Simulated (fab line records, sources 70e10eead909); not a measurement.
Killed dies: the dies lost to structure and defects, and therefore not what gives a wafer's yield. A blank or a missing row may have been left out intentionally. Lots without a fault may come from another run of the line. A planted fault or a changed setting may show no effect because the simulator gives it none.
fab line records / flow nandHarc
record lots=13 wafers=39 lastDay=24
route steps=1159 shown A_CONTACT@863
lots that met no fault: taken from a fault-free run of the same line
startH: the number of hours between the record's first day and the start of the first shown wafer of the lot / waitH: hours from the lot's prior step to this one / " identical to the entry in the row above / L1.1+2: a single row standing in for several wafers / - no value present, or no start provided / * or withheld: withheld / < > ~ a bound
route shown NAME@n: names a module that has steps shown in the file, with the first one's number in the route / usual: mean and standard deviation over wafers with no fault / same: alike in all rows / chamber/n: place in a boat / sites: each site's reading / _std_site: the standard deviation of these / _edge_site: the outer-site mean with the inner-site mean subtracted / radiusMm: how far each site lies from the wafer's centre / mask NAME#n: copy n / behind: the most recent tool/chamber to have shaped the wafer / hold: why the lot went on hold/how many hours it stayed there/how the hold came to an end / device: the transistor (n, p or np) that didn't switch / end of line: the same wafers' tests at the end of the route / a step without rows: its recipe alone / killed: dies that structure and defects cost at the first sort, which is not the same as the wafer's yield / map: shows each die of a wafer: x if killed, . if not, _ if none is there
set.NAME: the setting that was run; set.NAME@STEP: the one run at that earlier step / model.NAME: the simulator's own value behind a step, which no gauge read
steps of the route over a sample of lots; a table a step, a row a wafer
services: from which hour (startH, from the record's first day; less than 0 if before it) a tool's chamber was out of use, for how many hours, and why
## steps
# step NHARC_A_CONTACT_ETCH_112
# recipe sourceW=withheld pressureMtorr=20 biasV=3000 timeS=94 targetDepthA=9220 arFlowSccm=withheld c4f8FlowSccm=withheld o2FlowSccm=withheld chemistry=C4F8/O2/Ar
lot.wafer=L893.4 tool=harCapEtch-01 chamber=1 startH=373.34 waitH=0.1 rfHoursCounterH=-
lot.wafer=L893.3 tool=harCapEtch-01 chamber=0 startH=373.34 waitH=0.1 rfHoursCounterH=-
lot.wafer=L893.6 tool=harCapEtch-01 chamber=0 startH=373.34 waitH=0.1 rfHoursCounterH=-
lot.wafer=L895.1 tool=harCapEtch-02 chamber=0 startH=377.84 waitH=0.1 rfHoursCounterH=10
lot.wafer=L895.3 tool=harCapEtch-02 chamber=1 startH=377.84 waitH=0.1 rfHoursCounterH=-
lot.wafer=L895.4 tool=harCapEtch-02 chamber=0 startH=377.84 waitH=0.1 rfHoursCounterH=-
lot.wafer=L894.3 tool=harCapEtch-03 chamber=0 startH=378.47 waitH=0.1 rfHoursCounterH=-
lot.wafer=L894.6 tool=harCapEtch-03 chamber=1 startH=378.47 waitH=0.1 rfHoursCounterH=-
lot.wafer=L894.5 tool=harCapEtch-03 chamber=0 startH=378.47 waitH=0.1 rfHoursCounterH=-
lot.wafer=L896.4 tool=harCapEtch-01 chamber=0 startH=403.81 waitH=0.1 rfHoursCounterH=-
lot.wafer=L896.6 tool=harCapEtch-01 chamber=1 startH=403.81 waitH=0.1 rfHoursCounterH=-
lot.wafer=L896.5 tool=harCapEtch-01 chamber=0 startH=403.81 waitH=0.1 rfHoursCounterH=-
lot.wafer=L898.2 tool=harCapEtch-01 chamber=1 startH=415.42 waitH=0.1 rfHoursCounterH=61
lot.wafer=L898.3 tool=harCapEtch-01 chamber=0 startH=415.42 waitH=0.1 rfHoursCounterH=-
lot.wafer=L898.4 tool=harCapEtch-01 chamber=1 startH=415.42 waitH=0.1 rfHoursCounterH=-
lot.wafer=L900.1 tool=harCapEtch-03 chamber=1 startH=418.03 waitH=0.2 rfHoursCounterH=90
lot.wafer=L900.4 tool=harCapEtch-03 chamber=0 startH=418.03 waitH=0.2 rfHoursCounterH=-
lot.wafer=L900.5 tool=harCapEtch-03 chamber=0 startH=418.03 waitH=0.2 rfHoursCounterH=-
lot.wafer=L899.1 tool=harCapEtch-01 chamber=1 startH=421.05 waitH=0.1 rfHoursCounterH=63
lot.wafer=L899.5 tool=harCapEtch-01 chamber=0 startH=421.05 waitH=0.1 rfHoursCounterH=-
lot.wafer=L899.6 tool=harCapEtch-01 chamber=1 startH=421.05 waitH=0.1 rfHoursCounterH=-
lot.wafer=L901.1 tool=harCapEtch-01 chamber=0 startH=434.85 waitH=0.2 rfHoursCounterH=66
lot.wafer=L901.3 tool=harCapEtch-01 chamber=0 startH=434.85 waitH=0.2 rfHoursCounterH=-
lot.wafer=L901.5 tool=harCapEtch-01 chamber=1 startH=434.85 waitH=0.2 rfHoursCounterH=-
lot.wafer=L902.2 tool=harCapEtch-02 chamber=0 startH=440.89 waitH=0.1 rfHoursCounterH=19
lot.wafer=L902.4 tool=harCapEtch-02 chamber=1 startH=440.89 waitH=0.1 rfHoursCounterH=-
lot.wafer=L902.3 tool=harCapEtch-02 chamber=0 startH=440.89 waitH=0.1 rfHoursCounterH=-
lot.wafer=L905.2 tool=harCapEtch-03 chamber=1 startH=443.25 waitH=0.2 rfHoursCounterH=94
lot.wafer=L905.1 tool=harCapEtch-03 chamber=0 startH=443.25 waitH=0.2 rfHoursCounterH=94
lot.wafer=L905.4 tool=harCapEtch-03 chamber=0 startH=443.25 waitH=0.2 rfHoursCounterH=-
lot.wafer=L904.2 tool=harCapEtch-01 chamber=1 startH=454.36 waitH=0.1 rfHoursCounterH=70
lot.wafer=L904.6 tool=harCapEtch-01 chamber=0 startH=454.36 waitH=0.1 rfHoursCounterH=-
lot.wafer=L904.5 tool=harCapEtch-01 chamber=1 startH=454.36 waitH=0.1 rfHoursCounterH=-
lot.wafer=L908.1 tool=harCapEtch-02 chamber=1 startH=468.26 waitH=0.2 rfHoursCounterH=26
lot.wafer=L908.3 tool=harCapEtch-02 chamber=0 startH=468.26 waitH=0.2 rfHoursCounterH=-
lot.wafer=L908.5 tool=harCapEtch-02 chamber=0 startH=468.26 waitH=0.2 rfHoursCounterH=-
lot.wafer=L914.1 tool=harCapEtch-02 chamber=1 startH=498.36 waitH=0.1 rfHoursCounterH=30
lot.wafer=L914.4 tool=harCapEtch-02 chamber=0 startH=498.36 waitH=0.1 rfHoursCounterH=-
lot.wafer=L914.6 tool=harCapEtch-02 chamber=1 startH=498.36 waitH=0.1 rfHoursCounterH=-
# step NHARC_A_CONTACT_ETCH_120
# recipe sourceW=withheld pressureMtorr=20 biasV=3000 timeS=94 targetDepthA=9220 arFlowSccm=withheld c4f8FlowSccm=withheld o2FlowSccm=withheld chemistry=C4F8/O2/Ar
lot.wafer=L893.4 tool=harCapEtch-01 chamber=1 startH=374.07 waitH=0.1 rfHoursCounterH=-
lot.wafer=L893.3 tool=harCapEtch-01 chamber=0 startH=374.07 waitH=0.1 rfHoursCounterH=-
lot.wafer=L893.6 tool=harCapEtch-01 chamber=0 startH=374.07 waitH=0.1 rfHoursCounterH=-
lot.wafer=L895.1 tool=harCapEtch-02 chamber=0 startH=378.57 waitH=0.1 rfHoursCounterH=10
lot.wafer=L895.3 tool=harCapEtch-02 chamber=1 startH=378.57 waitH=0.1 rfHoursCounterH=-
lot.wafer=L895.4 tool=harCapEtch-02 chamber=0 startH=378.57 waitH=0.1 rfHoursCounterH=-
lot.wafer=L894.3 tool=harCapEtch-03 chamber=0 startH=379.19 waitH=0.1 rfHoursCounterH=-
lot.wafer=L894.6 tool=harCapEtch-03 chamber=1 startH=379.19 waitH=0.1 rfHoursCounterH=-
lot.wafer=L894.5 tool=harCapEtch-03 chamber=0 startH=379.19 waitH=0.1 rfHoursCounterH=-
lot.wafer=L896.4 tool=harCapEtch-01 chamber=0 startH=404.78 waitH=0.1 rfHoursCounterH=-
lot.wafer=L896.6 tool=harCapEtch-01 chamber=1 startH=404.78 waitH=0.1 rfHoursCounterH=-
lot.wafer=L896.5 tool=harCapEtch-01 chamber=0 startH=404.78 waitH=0.1 rfHoursCounterH=-
lot.wafer=L898.2 tool=harCapEtch-01 chamber=1 startH=416.15 waitH=0.1 rfHoursCounterH=62
lot.wafer=L898.3 tool=harCapEtch-01 chamber=0 startH=416.15 waitH=0.1 rfHoursCounterH=-
lot.wafer=L898.4 tool=harCapEtch-01 chamber=1 startH=416.15 waitH=0.1 rfHoursCounterH=-
lot.wafer=L900.1 tool=harCapEtch-03 chamber=1 startH=419.00 waitH=0.1 rfHoursCounterH=90
lot.wafer=L900.4 tool=harCapEtch-03 chamber=0 startH=419.00 waitH=0.1 rfHoursCounterH=-
lot.wafer=L900.5 tool=harCapEtch-03 chamber=0 startH=419.00 waitH=0.1 rfHoursCounterH=-
lot.wafer=L899.1 tool=harCapEtch-01 chamber=1 startH=421.78 waitH=0.1 rfHoursCounterH=63
lot.wafer=L899.5 tool=harCapEtch-01 chamber=0 startH=421.78 waitH=0.1 rfHoursCounterH=-
lot.wafer=L899.6 tool=harCapEtch-01 chamber=1 startH=421.78 waitH=0.1 rfHoursCounterH=-
lot.wafer=L901.1 tool=harCapEtch-01 chamber=0 startH=435.58 waitH=0.1 rfHoursCounterH=66
lot.wafer=L901.3 tool=harCapEtch-01 chamber=0 startH=435.58 waitH=0.1 rfHoursCounterH=-
lot.wafer=L901.5 tool=harCapEtch-01 chamber=1 startH=435.58 waitH=0.1 rfHoursCounterH=-
lot.wafer=L902.2 tool=harCapEtch-02 chamber=0 startH=441.61 waitH=0.1 rfHoursCounterH=20
lot.wafer=L902.4 tool=harCapEtch-02 chamber=1 startH=441.61 waitH=0.1 rfHoursCounterH=-
lot.wafer=L902.3 tool=harCapEtch-02 chamber=0 startH=441.61 waitH=0.1 rfHoursCounterH=-
lot.wafer=L905.2 tool=harCapEtch-03 chamber=1 startH=443.98 waitH=0.1 rfHoursCounterH=94
lot.wafer=L905.1 tool=harCapEtch-03 chamber=0 startH=443.98 waitH=0.1 rfHoursCounterH=94
lot.wafer=L905.4 tool=harCapEtch-03 chamber=0 startH=443.98 waitH=0.1 rfHoursCounterH=-
lot.wafer=L904.2 tool=harCapEtch-01 chamber=1 startH=455.09 waitH=0.1 rfHoursCounterH=70
lot.wafer=L904.6 tool=harCapEtch-01 chamber=0 startH=455.09 waitH=0.1 rfHoursCounterH=-
lot.wafer=L904.5 tool=harCapEtch-01 chamber=1 startH=455.09 waitH=0.1 rfHoursCounterH=-
lot.wafer=L908.1 tool=harCapEtch-02 chamber=1 startH=468.98 waitH=0.1 rfHoursCounterH=27
lot.wafer=L908.3 tool=harCapEtch-02 chamber=0 startH=468.98 waitH=0.1 rfHoursCounterH=-
lot.wafer=L908.5 tool=harCapEtch-02 chamber=0 startH=468.98 waitH=0.1 rfHoursCounterH=-
lot.wafer=L914.1 tool=harCapEtch-02 chamber=1 startH=499.09 waitH=0.1 rfHoursCounterH=31
lot.wafer=L914.4 tool=harCapEtch-02 chamber=0 startH=499.09 waitH=0.1 rfHoursCounterH=-
lot.wafer=L914.6 tool=harCapEtch-02 chamber=1 startH=499.09 waitH=0.1 rfHoursCounterH=-
# step NHARC_A_CONTACT_EXPOSE_66
# recipe na=1.35 sigmaOuter=0.8 doseMj=59.02 maskId=A_CC_2
# usual exposureDoseMJCm2=58.99/0.057
lot.wafer=L893.3 tool=arfiScanner-02 chamber=0 startH=381.59 waitH=- mask=A_CC_2#0 exposureDoseMJCm2=59.06
lot.wafer=L893.4 tool=arfiScanner-02 chamber=0 startH=381.59 waitH=- mask=A_CC_2#0 exposureDoseMJCm2=58.99
lot.wafer=L893.6 tool=arfiScanner-02 chamber=0 startH=381.59 waitH=- mask=A_CC_2#0 exposureDoseMJCm2=59.06
lot.wafer=L894.3 tool=arfiScanner-02 chamber=0 startH=384.44 waitH=- mask=A_CC_2#0 exposureDoseMJCm2=58.94
lot.wafer=L894.5 tool=arfiScanner-02 chamber=0 startH=384.44 waitH=- mask=A_CC_2#0 exposureDoseMJCm2=58.91
lot.wafer=L894.6 tool=arfiScanner-02 chamber=0 startH=384.44 waitH=- mask=A_CC_2#0 exposureDoseMJCm2=58.96
lot.wafer=L895.1 tool=arfiScanner-02 chamber=0 startH=386.16 waitH=- mask=A_CC_2#0 exposureDoseMJCm2=58.91
lot.wafer=L895.3 tool=arfiScanner-02 chamber=0 startH=386.16 waitH=- mask=A_CC_2#0 exposureDoseMJCm2=59.13
lot.wafer=L895.4 tool=arfiScanner-02 chamber=0 startH=386.16 waitH=- mask=A_CC_2#0 exposureDoseMJCm2=58.98
lot.wafer=L896.4 tool=arfiScanner-01 chamber=0 startH=411.36 waitH=- mask=A_CC_2#0 exposureDoseMJCm2=59.10
lot.wafer=L896.5 tool=arfiScanner-01 chamber=0 startH=411.36 waitH=- mask=A_CC_2#0 exposureDoseMJCm2=59.02
lot.wafer=L896.6 tool=arfiScanner-01 chamber=0 startH=411.36 waitH=- mask=A_CC_2#0 exposureDoseMJCm2=58.97
lot.wafer=L898.2 tool=arfiScanner-02 chamber=0 startH=423.59 waitH=- mask=A_CC_2#0 exposureDoseMJCm2=58.99
lot.wafer=L898.3 tool=arfiScanner-02 chamber=0 startH=423.59 waitH=- mask=A_CC_2#0 exposureDoseMJCm2=59.07
lot.wafer=L898.4 tool=arfiScanner-02 chamber=0 startH=423.59 waitH=- mask=A_CC_2#0 exposureDoseMJCm2=59.03
lot.wafer=L900.1 tool=arfiScanner-02 chamber=0 startH=424.71 waitH=- mask=A_CC_2#0 exposureDoseMJCm2=58.87
lot.wafer=L900.4 tool=arfiScanner-02 chamber=0 startH=424.71 waitH=- mask=A_CC_2#0 exposureDoseMJCm2=58.99
lot.wafer=L900.5 tool=arfiScanner-02 chamber=0 startH=424.71 waitH=- mask=A_CC_2#0 exposureDoseMJCm2=58.99
lot.wafer=L899.1 tool=arfiScanner-03 chamber=0 startH=426.12 waitH=- mask=A_CC_2#0 exposureDoseMJCm2=59.03
lot.wafer=L899.5 tool=arfiScanner-03 chamber=0 startH=426.12 waitH=- mask=A_CC_2#0 exposureDoseMJCm2=58.84
lot.wafer=L899.6 tool=arfiScanner-03 chamber=0 startH=426.12 waitH=- mask=A_CC_2#0 exposureDoseMJCm2=58.88
lot.wafer=L901.1 tool=arfiScanner-02 chamber=0 startH=440.52 waitH=- mask=A_CC_2#0 exposureDoseMJCm2=58.97
lot.wafer=L901.3 tool=arfiScanner-02 chamber=0 startH=440.52 waitH=- mask=A_CC_2#0 exposureDoseMJCm2=58.97
lot.wafer=L901.5 tool=arfiScanner-02 chamber=0 startH=440.52 waitH=- mask=A_CC_2#0 exposureDoseMJCm2=58.97
lot.wafer=L902.2 tool=arfiScanner-01 chamber=0 startH=446.28 waitH=- mask=A_CC_2#0 exposureDoseMJCm2=58.99
lot.wafer=L902.3 tool=arfiScanner-01 chamber=0 startH=446.28 waitH=- mask=A_CC_2#0 exposureDoseMJCm2=59.07
lot.wafer=L902.4 tool=arfiScanner-01 chamber=0 startH=446.28 waitH=- mask=A_CC_2#0 exposureDoseMJCm2=59.14
lot.wafer=L905.1 tool=arfiScanner-02 chamber=0 startH=450.27 waitH=- mask=A_CC_2#0 exposureDoseMJCm2=59.08
lot.wafer=L905.2 tool=arfiScanner-02 chamber=0 startH=450.27 waitH=- mask=A_CC_2#0 exposureDoseMJCm2=59.05
lot.wafer=L905.4 tool=arfiScanner-02 chamber=0 startH=450.27 waitH=- mask=A_CC_2#0 exposureDoseMJCm2=59.02
lot.wafer=L904.2 tool=arfiScanner-02 chamber=0 startH=459.43 waitH=- mask=A_CC_2#0 exposureDoseMJCm2=59.03
lot.wafer=L904.5 tool=arfiScanner-02 chamber=0 startH=459.43 waitH=- mask=A_CC_2#0 exposureDoseMJCm2=59.03
lot.wafer=L904.6 tool=arfiScanner-02 chamber=0 startH=459.43 waitH=- mask=A_CC_2#0 exposureDoseMJCm2=58.97
lot.wafer=L908.1 tool=arfiScanner-02 chamber=0 startH=477.41 waitH=- mask=A_CC_2#0 exposureDoseMJCm2=40.51
lot.wafer=L908.3 tool=arfiScanner-02 chamber=0 startH=477.41 waitH=- mask=A_CC_2#0 exposureDoseMJCm2=40.53
lot.wafer=L908.5 tool=arfiScanner-02 chamber=0 startH=477.41 waitH=- mask=A_CC_2#0 exposureDoseMJCm2=40.47
lot.wafer=L914.1 tool=arfiScanner-02 chamber=0 startH=503.92 waitH=- mask=A_CC_2#0 exposureDoseMJCm2=44.27
lot.wafer=L914.4 tool=arfiScanner-02 chamber=0 startH=503.92 waitH=- mask=A_CC_2#0 exposureDoseMJCm2=44.21
lot.wafer=L914.6 tool=arfiScanner-02 chamber=0 startH=503.92 waitH=- mask=A_CC_2#0 exposureDoseMJCm2=44.21
# step NHARC_A_CONTACT_CD_MEAS_69
# recipe targetCdNm=200 landingEnergyEv=500
# usual cdNm=200.0/0.64
lot.wafer=L893.3 tool=cdSem-01 chamber=0 startH=381.73 waitH=- cdNm=201.0
lot.wafer=L893.4 tool=cdSem-01 chamber=0 startH=381.73 waitH=- cdNm=200.3
lot.wafer=L893.6 tool=cdSem-01 chamber=0 startH=381.73 waitH=- cdNm=201.3
lot.wafer=L894.3 tool=cdSem-02 chamber=0 startH=384.57 waitH=- cdNm=199.9
lot.wafer=L894.5 tool=cdSem-02 chamber=0 startH=384.57 waitH=- cdNm=200.6
lot.wafer=L894.6 tool=cdSem-02 chamber=0 startH=384.57 waitH=- cdNm=200.1
lot.wafer=L895.1 tool=cdSem-03 chamber=0 startH=386.30 waitH=- cdNm=200.2
lot.wafer=L895.3 tool=cdSem-03 chamber=0 startH=386.30 waitH=- cdNm=199.6
lot.wafer=L895.4 tool=cdSem-03 chamber=0 startH=386.30 waitH=- cdNm=198.8
lot.wafer=L896.4 tool=cdSem-03 chamber=0 startH=411.49 waitH=- cdNm=199.7
lot.wafer=L896.5 tool=cdSem-03 chamber=0 startH=411.49 waitH=- cdNm=200.1
lot.wafer=L896.6 tool=cdSem-03 chamber=0 startH=411.49 waitH=- cdNm=199.7
lot.wafer=L898.2 tool=cdSem-01 chamber=0 startH=423.72 waitH=- cdNm=199.9
lot.wafer=L898.3 tool=cdSem-01 chamber=0 startH=423.72 waitH=- cdNm=199.8
lot.wafer=L898.4 tool=cdSem-01 chamber=0 startH=423.72 waitH=- cdNm=198.9
lot.wafer=L900.1 tool=cdSem-02 chamber=0 startH=424.85 waitH=- cdNm=199.9
lot.wafer=L900.4 tool=cdSem-02 chamber=0 startH=424.85 waitH=- cdNm=200.9
lot.wafer=L900.5 tool=cdSem-02 chamber=0 startH=424.85 waitH=- cdNm=199.5
lot.wafer=L899.1 tool=cdSem-03 chamber=0 startH=426.26 waitH=- cdNm=199.2
lot.wafer=L899.5 tool=cdSem-03 chamber=0 startH=426.26 waitH=- cdNm=198.8
lot.wafer=L899.6 tool=cdSem-03 chamber=0 startH=426.26 waitH=- cdNm=198.9
lot.wafer=L901.1 tool=cdSem-01 chamber=0 startH=440.66 waitH=- cdNm=200.1
lot.wafer=L901.3 tool=cdSem-01 chamber=0 startH=440.66 waitH=- cdNm=200.3
lot.wafer=L901.5 tool=cdSem-01 chamber=0 startH=440.66 waitH=- cdNm=200.5
lot.wafer=L902.2 tool=cdSem-02 chamber=0 startH=446.42 waitH=- cdNm=200.0
lot.wafer=L902.3 tool=cdSem-02 chamber=0 startH=446.42 waitH=- cdNm=199.9
lot.wafer=L902.4 tool=cdSem-02 chamber=0 startH=446.42 waitH=- cdNm=199.5
lot.wafer=L905.1 tool=cdSem-01 chamber=0 startH=450.40 waitH=- cdNm=199.8
lot.wafer=L905.2 tool=cdSem-01 chamber=0 startH=450.40 waitH=- cdNm=199.4
lot.wafer=L905.4 tool=cdSem-01 chamber=0 startH=450.40 waitH=- cdNm=199.2
lot.wafer=L904.2 tool=cdSem-01 chamber=0 startH=459.57 waitH=- cdNm=200.4
lot.wafer=L904.5 tool=cdSem-01 chamber=0 startH=459.57 waitH=- cdNm=200.4
lot.wafer=L904.6 tool=cdSem-01 chamber=0 startH=459.57 waitH=- cdNm=200.6
lot.wafer=L908.1 tool=cdSem-01 chamber=0 startH=477.55 waitH=- cdNm=185.3
lot.wafer=L908.3 tool=cdSem-01 chamber=0 startH=477.55 waitH=- cdNm=184.9
lot.wafer=L908.5 tool=cdSem-01 chamber=0 startH=477.55 waitH=- cdNm=184.7
lot.wafer=L914.1 tool=cdSem-02 chamber=0 startH=504.07 waitH=- cdNm=187.5
lot.wafer=L914.4 tool=cdSem-02 chamber=0 startH=504.07 waitH=- cdNm=188.4
lot.wafer=L914.6 tool=cdSem-02 chamber=0 startH=504.07 waitH=- cdNm=188.0
# step NHARC_A_CONTACT_ETCH_124
# recipe sourceW=withheld pressureMtorr=20 biasV=withheld timeS=140 targetDepthA=7000 arFlowSccm=withheld c4f8FlowSccm=withheld o2FlowSccm=withheld chemistry=C4F8/O2/Ar
lot.wafer=L893.3 tool=harCapEtch-03 chamber=0 startH=383.12 waitH=- rfHoursCounterH=-
lot.wafer=L893.4 tool=harCapEtch-03 chamber=1 startH=383.12 waitH=- rfHoursCounterH=-
lot.wafer=L893.6 tool=harCapEtch-03 chamber=0 startH=383.12 waitH=- rfHoursCounterH=-
lot.wafer=L894.3 tool=harCapEtch-02 chamber=0 startH=386.03 waitH=- rfHoursCounterH=-
lot.wafer=L894.5 tool=harCapEtch-02 chamber=1 startH=386.03 waitH=- rfHoursCounterH=-
lot.wafer=L894.6 tool=harCapEtch-02 chamber=0 startH=386.03 waitH=- rfHoursCounterH=-
lot.wafer=L895.1 tool=harCapEtch-03 chamber=1 startH=387.61 waitH=- rfHoursCounterH=86
lot.wafer=L895.4 tool=harCapEtch-03 chamber=1 startH=387.61 waitH=- rfHoursCounterH=-
lot.wafer=L895.3 tool=harCapEtch-03 chamber=0 startH=387.61 waitH=- rfHoursCounterH=-
lot.wafer=L896.4 tool=harCapEtch-03 chamber=0 startH=412.90 waitH=- rfHoursCounterH=-
lot.wafer=L896.5 tool=harCapEtch-03 chamber=1 startH=412.90 waitH=- rfHoursCounterH=-
lot.wafer=L896.6 tool=harCapEtch-03 chamber=0 startH=412.90 waitH=- rfHoursCounterH=-
lot.wafer=L898.2 tool=harCapEtch-03 chamber=1 startH=425.06 waitH=- rfHoursCounterH=91
lot.wafer=L898.4 tool=harCapEtch-03 chamber=1 startH=425.06 waitH=- rfHoursCounterH=-
lot.wafer=L898.3 tool=harCapEtch-03 chamber=0 startH=425.06 waitH=- rfHoursCounterH=-
lot.wafer=L900.1 tool=harCapEtch-02 chamber=0 startH=426.25 waitH=- rfHoursCounterH=17
lot.wafer=L900.4 tool=harCapEtch-02 chamber=0 startH=426.25 waitH=- rfHoursCounterH=-
lot.wafer=L900.5 tool=harCapEtch-02 chamber=0 startH=426.25 waitH=- rfHoursCounterH=-
lot.wafer=L899.1 tool=harCapEtch-01 chamber=0 startH=427.69 waitH=- rfHoursCounterH=64
lot.wafer=L899.5 tool=harCapEtch-01 chamber=1 startH=427.69 waitH=- rfHoursCounterH=-
lot.wafer=L899.6 tool=harCapEtch-01 chamber=0 startH=427.69 waitH=- rfHoursCounterH=-
lot.wafer=L901.1 tool=harCapEtch-01 chamber=0 startH=442.41 waitH=- rfHoursCounterH=67
lot.wafer=L901.3 tool=harCapEtch-01 chamber=0 startH=442.41 waitH=- rfHoursCounterH=-
lot.wafer=L901.5 tool=harCapEtch-01 chamber=0 startH=442.41 waitH=- rfHoursCounterH=-
lot.wafer=L902.2 tool=harCapEtch-02 chamber=0 startH=447.76 waitH=- rfHoursCounterH=20
lot.wafer=L902.4 tool=harCapEtch-02 chamber=1 startH=447.76 waitH=- rfHoursCounterH=-
lot.wafer=L902.3 tool=harCapEtch-02 chamber=0 startH=447.76 waitH=- rfHoursCounterH=-
lot.wafer=L905.1 tool=harCapEtch-02 chamber=0 startH=451.72 waitH=- rfHoursCounterH=22
lot.wafer=L905.2 tool=harCapEtch-02 chamber=1 startH=451.72 waitH=- rfHoursCounterH=22
lot.wafer=L905.4 tool=harCapEtch-02 chamber=1 startH=451.72 waitH=- rfHoursCounterH=-
lot.wafer=L904.2 tool=harCapEtch-03 chamber=0 startH=461.08 waitH=- rfHoursCounterH=98
lot.wafer=L904.6 tool=harCapEtch-03 chamber=1 startH=461.08 waitH=- rfHoursCounterH=-
lot.wafer=L904.5 tool=harCapEtch-03 chamber=0 startH=461.08 waitH=- rfHoursCounterH=-
lot.wafer=L908.1 tool=harCapEtch-02 chamber=0 startH=478.91 waitH=- rfHoursCounterH=28
lot.wafer=L908.3 tool=harCapEtch-02 chamber=1 startH=478.91 waitH=- rfHoursCounterH=-
lot.wafer=L908.5 tool=harCapEtch-02 chamber=1 startH=478.91 waitH=- rfHoursCounterH=-
lot.wafer=L914.1 tool=harCapEtch-01 chamber=0 startH=505.39 waitH=- rfHoursCounterH=79
lot.wafer=L914.4 tool=harCapEtch-01 chamber=0 startH=505.39 waitH=- rfHoursCounterH=-
lot.wafer=L914.6 tool=harCapEtch-01 chamber=0 startH=505.39 waitH=- rfHoursCounterH=-
## services
tool=arfiScanner-01 chamber=- startH=349.77 hours=0.5 kind=repair
tool=arfiScanner-01 chamber=- startH=368.00 hours=4.0 kind=pm
tool=arfiScanner-02 chamber=- startH=391.44 hours=2.6 kind=repair
tool=arfiScanner-02 chamber=- startH=413.40 hours=0.7 kind=repair
tool=arfiScanner-01 chamber=- startH=418.45 hours=9.3 kind=repair
tool=arfiScanner-02 chamber=- startH=428.00 hours=4.0 kind=pm
tool=arfiScanner-01 chamber=0 startH=430.90 hours=- kind=calibration
tool=arfiScanner-03 chamber=0 startH=450.58 hours=- kind=calibration
tool=arfiScanner-02 chamber=0 startH=457.95 hours=- kind=calibration
tool=arfiScanner-03 chamber=- startH=471.61 hours=0.3 kind=repair
tool=arfiScanner-03 chamber=- startH=484.02 hours=4.0 kind=pm
tool=arfiScanner-01 chamber=- startH=500.74 hours=0.2 kind=repair
## key
firstSign step=NHARC_A_CONTACT_EXPOSE_66 reading=exposureDoseMJCm2 direction=down sigmas=99+ usual=58.99 struck=42.37
effect step=NHARC_A_CONTACT_CD_MEAS_69 reading=cdNm direction=down sigmas=21 usual=200.0 struck=186.5 through=controlLoop
metAt NHARC_A_CONTACT_EXPOSE_66
struckLots L908,L914
testerLeftOut L908,L914
loopTrim step=NHARC_A_CONTACT_EXPOSE_66 setting=dose lots=L914
notActingAt NHARC_A_CONTACT_ETCH_112,NHARC_A_CONTACT_ETCH_120,NHARC_A_CONTACT_ETCH_124
onsetBetween 459.43 477.41
fault kind=processParameterDrift tool=arfiScanner-02 chamber=- onsetH=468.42 steps=NHARC_A_CONTACT_EXPOSE_66 channel=doseMj offset=-18.463 shape=step actsIn=theseRecipesOnly stated=59.02
# testerLeftOut: of these lots the tester's yield and bins aren't shown, on N5 and GAA mostly nor the transistor test; their killed dies are dies lost to structure and defects alone, not to doping, threshold or leakage, so they don't give the yield
# loopTrim: a control loop set the setting to another value than it would have without faults
